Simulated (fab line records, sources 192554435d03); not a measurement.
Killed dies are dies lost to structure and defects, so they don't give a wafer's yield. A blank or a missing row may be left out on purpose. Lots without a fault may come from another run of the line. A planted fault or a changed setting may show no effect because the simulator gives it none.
fab line records | flow n5_finfet
record lots=6 wafers=18 last_day=17
route steps=1938 shown MOL_CONTACT_COAG@576 BEOL_M4@1111 PASSIVATION@1936
lots that met no fault: from a run of the same line without faults
start_h: hours from the record's first day to the start of the lot's first wafer shown | wait_h: hours since the lot's step before | " the same as in the row above | L1.1+2: a row that stands for several wafers | - no value, or no start given | * or withheld: withheld | < > ~ a bound
route shown NAME@n: a module of which the file shows steps, and the number in the route of the first | usual: mean/standard deviation of fault-free wafers | same: alike in all rows | chamber/n: place in a boat | sites: the reading at each site | _std_site: their standard deviation | _edge_site: outer sites' mean less inner sites' | radius_mm: how far each site lies from the wafer's centre | mask NAME#n: copy n | behind: the tool/chamber that last shaped the wafer | hold: why the lot was held/for how many hours/how that ended | device: the transistor (n, p or np) that didn't switch | end of line: the same wafers' tests at the end of the route | a step without rows: its recipe alone | killed: dies lost to structure and defects at the first sort, not the wafer's yield | map: a wafer's dies, x killed, . not, _ none there
set.NAME: the setting as run; set.NAME@STEP: as run at that earlier step | model.NAME: the simulator's own value behind a step, which no gauge read
lots at some steps of the route; a table a step, a row a wafer
services: from which hour (start_h, from the record's first day; less than 0 if before it) a tool's chamber was out of use, for how many hours, and why
## steps
# step N5_MOL_CONTACT_COAG_DESCUM_88
# recipe chemistry=O2 time_s=7 source_power_w=50 bias_power_w=20 pressure_mtorr=20 rf_frequency_hz=2.712e+07 temp_c=40 resist=CAR-EUV o2_flow_sccm=225
# step N5_MOL_CONTACT_COAG_ETCH_89
# recipe chemistry=N2/H2 target=underlayer target_depth_a=130 mask_material=CAR-EUV time_s=10.4 ion_energy_ev=200 pressure_mtorr=30 source_w=840 bias_w=150 n2_flow_sccm=200 h2_flow_sccm=200 ends=cleared
# usual bias_w=150.0/0.47 drypump_motor_current_A=5.7/0.44 etch_rf_on_time_s=10.18/0.25 oes_product_au=0.69/0.073 rf_vpp_V=523.8/2.4 showerhead_plenum_p_Torr=2.54/0.081 throttle_valve_pct=17.95/0.24
# columns lot.wafer tool chamber start_h wait_h bias_w drypump_motor_current_A etch_rf_on_time_s oes_product_au rf_hours_counter_h rf_vpp_V showerhead_plenum_p_Torr throttle_valve_pct
L748.1 rie_diel-02 0 139.87 0.0 150.7 5.2 10.01 0.85 6 524.7 2.50 17.74
L748.2 " 3 " " 150.4 5.1 10.22 0.74 42 524.9 2.59 17.78
L748.4 " 1 " " 149.8 6.1 10.21 0.67 107 523.5 2.58 17.98
L751.3 rie_diel-02 0 162.60 0.0 149.7 5.2 9.97 0.83 15 522.1 2.50 17.75
L751.4 " 3 " " 149.6 5.1 10.27 0.72 50 525.3 2.58 17.81
L751.6 " 1 " " 149.9 6.2 10.28 0.65 - 523.9 2.57 17.99
L752.1 rie_diel-02 2 168.19 0.0 149.7 5.7 10.13 0.75 39 522.3 2.48 17.87
L752.3 " 1 " " 149.7 6.2 10.12 0.66 117 523.5 2.57 17.98
L752.6 " 1 " " 149.9 6.2 10.09 0.66 - 525.2 2.57 18.00
L753.3 rie_diel-06 0 173.55 0.0 149.8 5.8 10.41 0.61 216 522.2 2.52 17.83
L753.4 " 1 " " 149.6 5.4 10.34 0.60 201 526.7 2.64 18.25
L753.5 " 3 " " 149.7 5.0 10.67 0.76 - 522.1 2.48 17.86
L754.2 rie_diel-03 0 179.98 0.0 149.8 5.4 10.39 0.59 233 520.2 2.40 17.88
L754.5 " 0 " " 149.1 5.4 10.37 0.60 - 520.4 2.40 17.89
L754.6 " 1 " " 149.6 6.2 9.82 0.61 - 522.2 2.52 18.45
L762.1 rie_diel-03 2 224.66 0.0 150.3 5.5 10.36 0.65 148 526.6 2.66 18.08
L762.2 " 3 " " 149.4 6.3 10.27 0.71 96 525.2 2.58 17.74
L762.4 " 1 " " 149.5 6.2 9.78 0.60 - 523.0 2.51 18.49
# step N5_MOL_CONTACT_COAG_ETCH_90
# recipe chemistry=CF4 target=SiARC target_depth_a=130 mask_material=CAR-EUV time_s=21.7 ion_energy_ev=80 pressure_mtorr=40 source_w=545 bias_w=36 Ar_flow_sccm=100 cf4_flow_sccm=100 ends=cleared
# usual bias_w=36.01/0.11 drypump_motor_current_A=5.7/0.44 etch_rf_on_time_s=21.3/0.49 oes_product_au=0.69/0.072 rf_vpp_V=184.0/1.2 showerhead_plenum_p_Torr=2.14/0.062 throttle_valve_pct=15.66/0.24
# columns lot.wafer tool chamber start_h wait_h bias_w drypump_motor_current_A etch_rf_on_time_s oes_product_au rf_hours_counter_h rf_vpp_V showerhead_plenum_p_Torr throttle_valve_pct
L748.1 rie_diel-02 0 139.89 0.0 36.24 5.2 20.6 0.86 6 184.7 2.11 15.38
L748.2 " 3 " " 36.00 5.1 21.6 0.73 42 185.0 2.18 15.52
L748.4 " 1 " " 35.95 6.1 21.0 0.67 107 184.9 2.15 15.67
L751.3 rie_diel-02 0 162.62 0.0 36.02 5.2 20.9 0.82 15 181.2 2.10 15.41
L751.4 " 3 " " 35.87 5.1 21.3 0.72 50 184.4 2.18 15.53
L751.6 " 1 " " 35.98 6.1 21.1 0.66 - 184.9 2.15 15.69
L752.1 rie_diel-02 2 168.21 0.0 35.90 5.7 21.5 0.75 39 183.6 2.09 15.53
L752.3 " 1 " " 36.04 6.2 21.2 0.66 117 183.6 2.15 15.69
L752.6 " 1 " " 35.98 6.1 21.1 0.67 - 183.5 2.15 15.69
L753.3 rie_diel-06 0 173.57 0.0 35.91 5.8 22.0 0.60 216 184.5 2.12 15.56
L753.4 " 1 " " 36.11 5.3 21.6 0.59 201 185.2 2.21 15.93
L753.5 " 3 " " 36.03 4.9 22.1 0.77 - 183.1 2.10 15.69
L754.2 rie_diel-03 0 179.99 0.0 35.93 5.4 21.5 0.60 233 183.1 2.03 15.73
L754.5 " 0 " " 36.16 5.4 21.4 0.60 - 182.2 2.03 15.71
L754.6 " 1 " " 36.15 6.2 20.5 0.61 - 184.2 2.13 16.15
L762.1 rie_diel-03 2 224.68 0.0 36.00 5.5 21.8 0.64 148 185.0 2.23 15.70
L762.2 " 3 " " 36.04 6.2 21.4 0.70 96 184.9 2.17 15.47
L762.4 " 1 " " 35.95 6.2 20.5 0.60 - 183.4 2.12 16.19
# step N5_MOL_CONTACT_COAG_ALD_131
# recipe material=SiO2 target_thk_a=50 temp_c=100 ald_precursor_family=BDEAS ald_co_reactant=O2-plasma pulse_time_s=1 co_reactant_pulse_time_s=1 purge_time_s=2 co_reactant_purge_time_s=2 ald_cycles=35 pressure_torr=2
# step N5_MOL_CONTACT_COAG_ETCHBACK_132
# recipe chemistry=CHF3 target=SiO2 target_depth_a=100 time_s=6.7 ion_energy_ev=200 pressure_mtorr=30 source_w=610 bias_w=170 Ar_flow_sccm=200 CHF3_flow_sccm=50
# usual bias_w=170.0/0.48 drypump_motor_current_A=5.6/0.41 oes_ar_750_au=0.80/0.093 oes_product_au=0.80/0.096 rf_vpp_V=525/9.9 showerhead_plenum_p_Torr=2.39/0.073 throttle_valve_pct=18.77/0.25
# columns lot.wafer tool chamber start_h wait_h bias_w drypump_motor_current_A oes_ar_750_au oes_product_au rf_hours_counter_h rf_vpp_V showerhead_plenum_p_Torr throttle_valve_pct
L748.1 rie_diel-02 0 140.15 0.1 170.7 5.3 0.99 1.00 6 531 2.35 18.61
L748.2 " 3 " " 169.7 5.1 0.84 0.86 42 529 2.43 18.69
L748.4 " 2 " " 171.1 5.7 0.88 0.90 30 523 2.34 18.72
L751.3 rie_diel-06 3 162.91 0.1 169.6 4.9 0.91 0.92 14 513 2.32 18.79
L751.4 " 2 " " 170.0 5.4 0.94 0.95 21 531 2.53 18.27
L751.6 " 1 " " 170.5 5.3 0.71 0.70 - 520 2.47 19.13
L752.1 rie_diel-03 2 168.56 0.2 169.7 5.5 0.76 0.78 127 547 2.49 18.81
L752.3 " 1 " " 170.6 6.2 0.72 0.71 224 526 2.36 19.24
L752.6 " 3 " " 170.0 6.2 0.84 0.86 - 508 2.41 18.52
L753.3 rie_diel-02 1 173.91 0.1 169.2 6.2 0.79 0.76 120 514 2.38 18.74
L753.4 " 3 " " 169.7 5.1 0.83 0.84 54 529 2.42 18.69
L753.5 " 3 " " 169.7 5.1 0.84 0.84 - 530 2.42 18.68
L754.2 rie_diel-02 1 180.32 0.1 170.2 6.1 0.77 0.77 122 514 2.38 18.76
L754.5 " 2 " " 170.6 5.7 0.86 0.87 - 522 2.33 18.75
L754.6 " 1 " " 170.5 6.2 0.79 0.76 - 515 2.38 18.76
L762.1 rie_diel-03 1 225.15 0.3 169.5 6.2 0.70 0.70 247 528 2.35 19.26
L762.2 " 2 " " 170.3 5.5 0.74 0.76 149 546 2.48 18.83
L762.4 " 3 " " 169.5 6.2 0.82 0.82 - 508 2.40 18.55
# step N5_MOL_CONTACT_COAG_ETCH_91
# recipe chemistry=N2/H2 target=SOC target_depth_a=600 overetch_a=210 mask_material=SiARC temp_c=40 time_s=101.2 ion_energy_ev=200 pressure_mtorr=30 source_w=840 bias_w=150 n2_flow_sccm=200 h2_flow_sccm=200
# usual bias_w=150.0/0.45 drypump_motor_current_A=5.6/0.41 oes_product_au=0.66/0.078 rf_vpp_V=524.2/2.4 showerhead_plenum_p_Torr=2.56/0.084 throttle_valve_pct=17.90/0.25
# columns lot.wafer tool chamber start_h wait_h bias_w drypump_motor_current_A oes_product_au rf_hours_counter_h rf_vpp_V showerhead_plenum_p_Torr throttle_valve_pct
L748.1 rie_diel-02 0 140.18 0.0 151.2 5.2 0.82 6 521.8 2.50 17.70
L748.2 " 3 " " 150.6 5.1 0.71 42 524.7 2.59 17.76
L748.4 " 2 " " 149.0 5.8 0.74 30 522.3 2.48 17.83
L751.3 rie_diel-06 3 162.94 0.0 150.2 4.9 0.77 14 521.8 2.48 17.81
L751.4 " 2 " " 150.7 5.4 0.78 21 528.9 2.71 17.49
L751.6 " 1 " " 150.1 5.3 0.59 - 526.1 2.64 18.22
L752.1 rie_diel-03 2 168.60 0.0 149.9 5.5 0.64 127 527.0 2.67 18.02
L752.3 " 1 " " 149.9 6.2 0.59 224 524.4 2.52 18.40
L752.6 " 3 " " 150.3 6.2 0.70 - 525.4 2.59 17.67
L753.3 rie_diel-02 1 173.94 0.0 149.7 6.2 0.64 120 525.2 2.57 17.96
L753.4 " 3 " " 150.1 5.1 0.69 54 524.0 2.58 17.80
L753.5 " 3 " " 149.6 5.1 0.69 - 525.5 2.58 17.80
L754.2 rie_diel-02 1 180.35 0.0 150.0 6.2 0.64 122 525.0 2.57 17.97
L754.5 " 2 " " 149.9 5.8 0.72 - 522.9 2.48 17.82
L754.6 " 1 " " 149.4 6.2 0.63 - 524.0 2.57 17.94
L762.1 rie_diel-03 1 225.19 0.0 150.5 6.2 0.57 247 522.8 2.51 18.41
L762.2 " 2 " " 149.7 5.5 0.63 149 527.1 2.66 18.04
L762.4 " 3 " " 149.8 6.3 0.68 - 524.2 2.58 17.70
# step N5_MOL_CONTACT_COAG_STRIP_92
# recipe chemistry=N2/H2 temp_c=40 n2_flow_sccm=200 h2_flow_sccm=200 rf_frequency_hz=6e+07
# step N5_MOL_CONTACT_COAG_STRIP_93
# recipe chemistry=N2/H2 temp_c=40 n2_flow_sccm=200 h2_flow_sccm=200 rf_frequency_hz=6e+07
# step N5_MOL_CONTACT_COAG_ETCHBACK_135
# recipe chemistry=CHF3 target=SiO2 target_depth_a=250 time_s=16.7 ion_energy_ev=200 pressure_mtorr=30 source_w=610 bias_w=170 Ar_flow_sccm=200 CHF3_flow_sccm=50
# step N5_MOL_CONTACT_COAG_STRIP_118
# recipe chemistry=CHF3 resist=SiARC rf_frequency_hz=6e+07
# step N5_MOL_CONTACT_COAG_VIA_ETCH_46
# recipe chemistry=C4F6/O2 target_depth_a=460 overetch_a=92 mask_material=SOC target=SiO2 bias_w=455 pressure_mtorr=10 time_s=40 source_w=325 Ar_flow_sccm=300 C4F6_flow_sccm=10 O2_flow_sccm=10 ion_energy_ev=575.3 ends=end_point
# step N5_MOL_CONTACT_COAG_STRIP_96
# recipe chemistry=N2/H2 power_w=500 temp_c=40 pressure_mtorr=50 rf_frequency_hz=6e+07 overash_fraction=0.3 bias_power_w=28 h2_frac=0.5 n2_flow_sccm=300 h2_flow_sccm=300
# step N5_MOL_CONTACT_COAG_ETCH_47
# recipe chemistry=CH3F/O2 target=SiNx target_depth_a=270 mask_material=SiO2 stop_on=W over_etch_frac=0.2 ion_energy_ev=120 endpoint=OES-CN pressure_mtorr=30 source_w=395 bias_w=73 Ar_flow_sccm=150 CH3F_flow_sccm=30 O2_flow_sccm=20 ends=end_point
# usual bias_w=73.00/0.22 drypump_motor_current_A=5.6/0.41 etch_rf_on_time_s=31.0/0.57 oes_ar_750_au=0.80/0.092 oes_o_777_au=0.80/0.092 oes_product_au=0.71/0.085 rf_vpp_V=298/5.7 showerhead_plenum_p_Torr=2.01/0.064 throttle_valve_pct=16.39/0.25
# columns lot.wafer tool chamber start_h wait_h bias_w drypump_motor_current_A etch_rf_on_time_s oes_ar_750_au oes_o_777_au oes_product_au rf_hours_counter_h rf_vpp_V showerhead_plenum_p_Torr throttle_valve_pct model.etch.t_clear_s model.etch.over_etch_s
L748.1 rie_diel-02 0 140.41 0.0 72.57 5.2 30.0 0.98 0.99 0.88 6 300 1.98 16.21 25.01 5.002
L748.2 " 3 " " 72.93 5.1 30.6 0.86 0.84 0.77 42 300 2.04 16.27 25.51 5.102
L748.4 " 2 " " 73.00 5.8 30.4 0.88 0.88 0.81 30 295 1.97 16.36 25.34 5.069
L751.3 rie_diel-06 3 163.17 0.0 73.29 4.9 31.8 0.90 0.90 0.82 14 292 1.95 16.39 26.52 5.304
L751.4 " 2 " " 73.20 5.4 31.3 0.95 0.93 0.83 21 304 2.13 15.90 26.11 5.222
L751.6 " 1 " " 73.02 5.3 31.8 0.72 0.72 0.62 - 295 2.08 16.70 26.51 5.302
L752.1 rie_diel-03 2 168.83 0.0 72.67 5.5 30.5 0.76 0.73 0.69 127 310 2.09 16.44 25.38 5.075
L752.3 " 1 " " 73.23 6.2 29.9 0.71 0.73 0.64 224 299 1.99 16.89 24.91 4.981
L752.6 " 3 " " 73.18 6.2 29.8 0.85 0.86 0.76 - 288 2.03 16.13 24.79 4.959
L753.3 rie_diel-02 1 174.17 0.0 72.85 6.2 22.5 0.78 0.78 0.83 120 293 2.00 16.41 18.75 3.75
L753.4 " 3 " " 73.16 5.1 30.2 0.84 0.83 0.75 55 301 2.04 16.30 25.17 5.035
L753.5 " 3 " " 72.97 5.1 30.4 0.84 0.84 0.75 - 301 2.04 16.31 25.36 5.072
L754.2 rie_diel-02 1 180.58 0.0 72.90 6.1 22.5 0.77 0.77 0.83 122 293 2.00 16.41 18.76 3.752
L754.5 " 2 " " 72.82 5.7 30.6 0.86 0.85 0.78 - 297 1.96 16.38 25.49 5.099
L754.6 " 1 " " 73.05 6.1 22.6 0.78 0.77 0.83 - 290 2.00 16.40 18.86 3.771
L762.1 rie_diel-03 1 225.42 0.0 73.02 6.2 30.5 0.70 0.71 0.62 247 298 1.98 16.93 25.43 5.085
L762.2 " 2 " " 73.05 5.5 31.4 0.74 0.71 0.67 149 309 2.08 16.47 26.17 5.234
L762.4 " 3 " " 73.08 6.2 31.1 0.82 0.83 0.73 - 290 2.02 16.17 25.89 5.178
# step N5_MOL_CONTACT_COAG_STRIP_119
# recipe chemistry=N2/H2 time_s=30 power_w=1000 temp_c=250 pressure_mtorr=withheld n2_flow_sccm=1750 h2_flow_sccm=3250
# usual drypump_motor_current_A=5.41/0.14 heater_power_w=319/35
# columns lot.wafer tool chamber start_h wait_h drypump_motor_current_A heater_power_w rf_hours_counter_h
L748.1 plasma_asher-01 1 140.49 0.1 5.55 271 49
L748.2 " 0 " " 5.18 306 49
L748.4 " 0 " " 5.19 316 -
L751.3 plasma_asher-01 1 163.27 0.1 5.55 270 -
L751.4 " 0 " " 5.22 313 -
L751.6 " 0 " " 5.18 306 -
L752.1 plasma_asher-02 1 168.95 0.1 5.51 333 106
L752.3 " 1 " " 5.51 335 -
L752.6 " 0 " " 5.40 367 -
L753.3 plasma_asher-02 1 174.27 0.1 5.51 334 -
L753.4 " 0 " " 5.39 354 -
L753.5 " 0 " " 5.39 361 -
L754.2 plasma_asher-02 0 180.66 0.1 5.38 359 109
L754.5 " 1 " " 5.49 333 -
L754.6 " 0 " " 5.39 366 -
L762.1 plasma_asher-01 1 225.50 0.1 5.59 267 66
L762.2 " 0 " " 5.19 311 66
L762.4 " 1 " " 5.58 260 -
# step N5_BEOL_M4_RC_MEAS_101
# usual DIBL_N=36.8/2.1 DIBL_P=37.1/2.2 IOFF_N=0.18/0.037 IOFF_P=0.23/0.041 ION_N=682/13 ION_P=467/8.6 SS_N=71.7/0.61 SS_P=73.5/0.6 VT_N=248/3.4 VT_P=-249/3.5
# columns lot.wafer tool chamber start_h wait_h DIBL_N[mV/V] DIBL_P[mV/V] IOFF_N[nA/um] IOFF_P[nA/um] ION_N[uA/um] ION_P[uA/um] SS_N[mV/dec] SS_P[mV/dec] VT_N[mV] VT_P[mV]
L748.1 prober-02 0 208.01 0.0 37.1 37.8 0.20 0.30 682 474 72.2 74.0 243 -242
L748.2 " 0 " " 39.0 39.0 0.25 0.33 680 473 73.2 74.5 240 -242
L748.4 " 0 " " 38.4 38.8 0.25 0.34 701 479 72.3 74.2 242 -241
L751.3 prober-02 0 234.19 0.3 36.3 38.2 0.17 0.20 684 463 71.8 74.1 247 -252
L751.4 " 0 " " 36.8 39.4 0.20 0.22 703 478 71.8 74.2 246 -251
L751.6 " 0 " " 36.6 38.9 0.18 0.21 701 470 71.6 73.7 246 -252
L752.1 prober-01 0 236.01 0.0 36.9 37.0 0.16 0.21 675 465 72.0 73.5 250 -250
L752.3 " 0 " " 35.6 35.5 0.14 0.19 670 463 71.5 72.8 252 -252
L752.6 " 0 " " 37.4 37.6 0.17 0.21 690 468 72.0 73.2 250 -252
L753.3 prober-02 0 238.94 0.3 37.7 37.5 0.19 0.20 690 465 71.9 74.3 250 -256
L753.4 " 0 " " 34.7 34.9 0.15 0.17 686 463 71.3 73.9 250 -255
L753.5 " 0 " " 36.6 36.7 0.18 0.19 692 459 71.9 74.1 248 -258
L754.2 prober-01 0 256.31 0.2 39.6 39.3 0.23 0.30 699 476 72.4 73.4 244 -246
L754.5 " 0 " " 39.8 37.5 0.21 0.26 697 471 72.0 73.6 245 -244
L754.6 " 0 " " 38.0 35.2 0.16 0.22 680 467 71.9 73.2 249 -249
L762.1 prober-01 0 302.47 0.0 35.6 38.4 0.16 0.25 682 473 71.1 72.8 251 -244
L762.2 " 0 " " 36.1 37.9 0.17 0.25 683 472 71.7 73.4 249 -245
L762.4 " 0 " " 36.7 38.8 0.18 0.26 686 473 71.6 73.9 246 -245
# step N5_PASSIVATION_PROBE_49
# usual defect_limited_yield=91.0/1.4 killed_at_M0_to_M3=35/10 killed_at_M4_up=13/6 killed_at_contacts=13/6.4 killed_at_front_end=42/12 killed_at_other=3.2/2.4 killed_dies=107/17 killed_open=69/13 killed_short=33/7.3 sort_bin_5_function=5.3/0.92 sort_bin_6_memory=3.3/0.66 sort_bin_8_speed=0.00/0.035 sort_n_pass=1073/17
# same gross_dies=1180 killed_at_back_side=0 sort_bin_4_leakage[%]=0
# columns lot.wafer tool chamber start_h wait_h defect_limited_yield[%] killed_at_M0_to_M3 killed_at_M4_up killed_at_contacts killed_at_front_end killed_at_other killed_dies killed_open killed_short sort_bin_5_function[%] sort_bin_6_memory[%] sort_bin_8_speed[%] sort_n_pass
L748.1 prober-02 - 317.68 0.0 91.4 40 17 9 35 1 102 71 27 5.1 3.5 0 1078
L748.2 prober-02 - 317.73 0.1 89.1 48 18 20 39 4 129 87 31 6.4 3.9 0 1051
L748.4 prober-02 - 317.83 0.2 91.4 35 16 6 43 2 102 64 35 4.5 3.9 0 1078
L751.3 prober-01 - 337.82 0.1 90.5 22 32 22 33 3 112 71 37 6.1 3.1 0 1068
L751.4 prober-01 - 337.87 0.2 90.3 27 10 24 51 2 114 77 32 6.4 3.1 0 1066
L751.6 prober-01 - 337.97 0.3 90.5 19 28 18 44 3 112 77 32 5.9 3.3 0 1068
L754.2 prober-02 - 369.31 0.4 90.8 22 31 14 38 4 109 70 33 4.7 3.9 0 1071
L754.5 prober-02 - 369.46 0.5 88.6 37 27 23 42 6 135 91 37 6.4 4.5 0 1045
L754.6 prober-02 - 369.51 0.6 92.2 31 17 8 36 0 92 63 25 4.8 2.9 0 1088
L762.1 prober-01 - 404.93 0.0 91.4 41 17 12 30 2 102 65 34 5.1 3.2 0 1078
L762.2 prober-01 - 404.98 0.1 92.1 26 17 13 37 0 93 67 26 3.7 3.8 0 1087
L762.4 prober-01 - 405.08 0.2 90.2 44 10 14 48 0 116 79 33 5.7 3.6 0 1064
# killed by level:class
L748.1 BEOL_M1:geometric_particle:open=11 BEOL_M0_SAQP:geometric_particle:open=10 FIN_SAQP:geometric_particle:open=8 MOL_CONTACT_COAG:geometric_particle:open=8 BEOL_M3:geometric_particle:open=6 DUMMY_GATE:geometric_particle:short=5 BEOL_M4:geometric_particle:open=5 STI_FIN_REVEAL:geometric_particle:open=4
L748.2 MOL_CONTACT_COAG:geometric_particle:open=15 BEOL_M0_SAQP:geometric_particle:open=12 STI_FIN_REVEAL:geometric_particle:open=10 BEOL_M0_SAQP:geometric_particle:short=10 BEOL_M1:geometric_particle:open=10 BEOL_M4:geometric_particle:open=8 FIN_SAQP:geometric_particle:open=7 HKMG_FIN:area_etch=6
L748.4 STI_FIN_REVEAL:geometric_particle:open=12 BEOL_M1:geometric_particle:open=9 BEOL_M0_SAQP:geometric_particle:short=7 FIN_SAQP:geometric_particle:open=6 DUMMY_GATE:geometric_particle:open=6 BEOL_M2:geometric_particle:open=5 MOL_CONTACT_COAG:geometric_particle:open=4 BEOL_M2:geometric_particle:short=4
L751.3 BEOL_M4:geometric_particle:open=18 MOL_CONTACT_COAG:geometric_particle:open=17 BEOL_M0_SAQP:geometric_particle:short=11 ILD0:geometric_particle:open=7 BEOL_M0_SAQP:geometric_particle:open=6 ILD0:geometric_particle:short=5 MOL_CONTACT_COAG:geometric_particle:short=5 BEOL_M6:geometric_particle:open=4
L751.4 MOL_CONTACT_COAG:geometric_particle:open=19 FIN_SAQP:geometric_particle:open=12 DUMMY_GATE:geometric_particle:open=10 ILD0:geometric_particle:open=7 BEOL_M0_SAQP:geometric_particle:open=7 BEOL_M0_SAQP:geometric_particle:short=7 BEOL_M3:geometric_particle:open=6 BEOL_M8:geometric_particle:open=5
L751.6 BEOL_M4:geometric_particle:open=19 MOL_CONTACT_COAG:geometric_particle:open=15 FIN_SAQP:geometric_particle:open=8 FIN_SAQP:geometric_particle:short=8 DUMMY_GATE:geometric_particle:open=6 STI_FIN_REVEAL:geometric_particle:open=6 BEOL_M0_SAQP:geometric_particle:short=6 BEOL_M0_SAQP:geometric_particle:open=4
L754.2 STI_FIN_REVEAL:geometric_particle:open=17 MOL_CONTACT_COAG:geometric_particle:open=12 BEOL_M4:geometric_particle:open=9 BEOL_M3:geometric_particle:short=6 STI_FIN_REVEAL:geometric_particle:short=5 BEOL_M3:geometric_particle:open=5 BEOL_M5:geometric_particle:open=4 BEOL_M6:geometric_particle:open=4
L754.5 STI_FIN_REVEAL:geometric_particle:open=22 MOL_CONTACT_COAG:geometric_particle:open=16 BEOL_M4:geometric_particle:open=12 BEOL_M0_SAQP:geometric_particle:open=10 FIN_SAQP:geometric_particle:short=7 MOL_CONTACT_COAG:geometric_particle:short=7 BEOL_M3:geometric_particle:open=7 BEOL_M4:geometric_particle:short=4
L754.6 STI_FIN_REVEAL:geometric_particle:open=13 BEOL_M4:geometric_particle:open=13 MOL_CONTACT_COAG:geometric_particle:open=7 BEOL_M2:geometric_particle:open=7 DUMMY_GATE:geometric_particle:open=5 BEOL_M0_SAQP:geometric_particle:open=5 BEOL_M1:geometric_particle:open=5 STI_FIN_REVEAL:geometric_particle:short=4
L762.1 BEOL_M0_SAQP:geometric_particle:open=19 BEOL_M0_SAQP:geometric_particle:short=11 DUMMY_GATE:geometric_particle:open=10 MOL_CONTACT_COAG:geometric_particle:open=9 FIN_SAQP:geometric_particle:short=5 BEOL_M4:geometric_particle:open=5 STARTING-WAFER:geometric_particle:short=4 FIN_SAQP:geometric_particle:open=3
L762.2 MOL_CONTACT_COAG:geometric_particle:open=9 BEOL_M0_SAQP:geometric_particle:open=8 BEOL_M3:geometric_particle:open=8 FIN_SAQP:geometric_particle:open=7 STI_FIN_REVEAL:geometric_particle:open=7 BEOL_M4:geometric_particle:open=7 FIN_SAQP:geometric_particle:short=5 BEOL_M0_SAQP:geometric_particle:short=5
L762.4 FIN_SAQP:geometric_particle:open=22 BEOL_M0_SAQP:geometric_particle:open=18 BEOL_M0_SAQP:geometric_particle:short=14 MOL_CONTACT_COAG:geometric_particle:open=11 DUMMY_GATE:geometric_particle:open=8 FIN_SAQP:geometric_particle:short=6 BEOL_M4:geometric_particle:open=4 MOL_CONTACT_COAG:geometric_particle:short=3
## services
# columns tool chamber start_h hours kind
rie_diel-06 1 126.45 1.2 repair
rie_diel-06 - 178.23 14.6 pm
rie_diel-06 2 210.88 4.2 repair
rie_diel-03 0 221.15 - clean
rie_diel-03 0 221.15 - consumable_replace:focus_ring
rie_diel-03 0 221.15 - consumable_replace:showerhead
rie_diel-03 0 221.15 18.5 scheduled_down
rie_diel-03 0 221.15 18.5 vent_cycle
## key
first_sign step=N5_MOL_CONTACT_COAG_ETCH_47 reading=etch_rf_on_time_s direction=down sigmas=15 usual=* struck=*
effect none on later readings
model_effect step=N5_MOL_CONTACT_COAG_ETCH_47 value=etch.t_clear_s without=25.74 struck=18.79
met_at N5_MOL_CONTACT_COAG_ETCH_47
struck_wafers L753.3,L754.2,L754.6
fault kind=process_parameter_drift tool=rie_diel-02 chamber=1 onset_h=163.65 steps=N5_MOL_CONTACT_COAG_ETCH_47 channel=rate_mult offset=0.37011 shape=step end_h=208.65
